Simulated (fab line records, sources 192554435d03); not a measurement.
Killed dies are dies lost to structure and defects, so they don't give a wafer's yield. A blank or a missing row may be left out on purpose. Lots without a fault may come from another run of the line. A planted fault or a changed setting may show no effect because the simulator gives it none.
Problem report in the 8D (eight disciplines) form, filled by code | flow n5_finfet | the parts of the form that need people (team, actions taken, sign-off) are left out

1. THE PROBLEM
oes_product_au at N5_BEOL_M2_HM_OPEN_17 reads a mean of 0.46 a.u. on 3 wafers of 3 lots; wafers without a fault read 0.73 a.u. with a standard deviation of 0.054. That is -4.9 standard deviations from the usual mean.
The step: chemistry Cl2/BCl3, target TiN, target depth 20 nm, overetch 6 nm.
First seen on wafer L960.1, day 9 19:32, on rie_metal-01. The record holds 24 wafers of 9 lots with a number at this step. Rule for "out", or "out of limits": more than 4 standard deviations from the usual mean. The other wafers with a number count as sound.

2. WHAT IT IS AND WHAT IT IS NOT
question                    | is                         | is not
which readings at this step | oes_product_au             | bias_w, drypump_motor_current_A, oes_ar_750_au
which lots                  | L960, L962, L964           | L952, L953, L957, L965, L968, L971
which wafers of those lots  | L960.1, L962.4, L964.1     | L960.2, L962.2, L964.5
read on which tools         | rie_metal-01, rie_metal-02 | rie_metal-03
when                        | from day 9 19:32           | up to then (10 sound wafers); but 11 sound wafers of L962, L964, L965, L968, L971 came after

3. SUSPECTS, AND WHAT RULES EACH OUT
Counting: a tool at a process step up to the reading stays a suspect if it ran every lot that is out. Sound lots after the first of them don't rule it out here, since some wafers of a struck lot are sound.
- cmp-02 at N5_BEOL_M1_CMP_52 (polishes, stops on SiOC, t overpolish 6.8 s, target thk 40 nm): kept. It ran every lot that is out, first L960 (day 9 16:03); its last sound lot up to then is L952 (day 6 23:49).
- pvd_sputter-02 at N5_BEOL_M2_HM_DEP_02 (deposits TiN, target thk 20 nm): kept. It ran every lot that is out, first L960 (day 9 18:37); its last sound lot up to then is L957 (day 8 11:10).
Left after counting: cmp-02 at N5_BEOL_M1_CMP_52, pvd_sputter-02 at N5_BEOL_M2_HM_DEP_02.

4. THE CAUSE (what the simulator had put in)
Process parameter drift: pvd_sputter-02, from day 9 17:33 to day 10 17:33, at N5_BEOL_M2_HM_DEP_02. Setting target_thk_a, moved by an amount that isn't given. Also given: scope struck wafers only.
Counting left 2 suspects, and this tool is among them.

5. THE CHAIN OF EFFECTS, in route order
Each row: a reading whose mean over the struck wafers that have a number lies more than 3 standard deviations from the usual. Only readings for which the record gives a usual standard deviation are gone through. hours: the time from each lot's start at the first step in this table that gives one to its start at this step, as a median over the lots. sigmas: the change in usual standard deviations.
hours | step                  | reading            | usual     | on struck wafers | change | sigmas
0     | N5_BEOL_M2_HM_OPEN_17 | oes_product_au     | 0.73 a.u. | 0.46             | -0.27  | -4.9
0     | N5_BEOL_M2_HM_OPEN_17 | throttle_valve_pct | 22.20 %   | 22.80            | +0.60  | +3.8
The process steps in it:
- N5_BEOL_M2_HM_OPEN_17: chemistry Cl2/BCl3, target TiN, target depth 20 nm, overetch 6 nm.
Later measuring or inspecting steps at which every struck wafer that the step has a row for has a number for every such reading, and none has moved that far: N5_BEOL_M2_CD_MEAS_18, N5_BEOL_M2_CD_MEAS_28, N5_BEOL_M4_RC_MEAS_101.

6. WHAT WOULD HAVE CAUGHT IT SOONER
In this record the first reading out of limits was taken at day 9 19:32, 2 hours after the fault began at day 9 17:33.
Of the tool readings at N5_BEOL_M2_HM_DEP_02 for which the record gives a usual standard deviation, none was out on any struck wafer, so an alarm limit of 4 standard deviations on them would not have fired.
Of the lots that are out (3), L962, L964 began N5_BEOL_M2_HM_DEP_02 on pvd_sputter-02 after day 9 19:32. A hold on the tool at that time would have spared those 2.
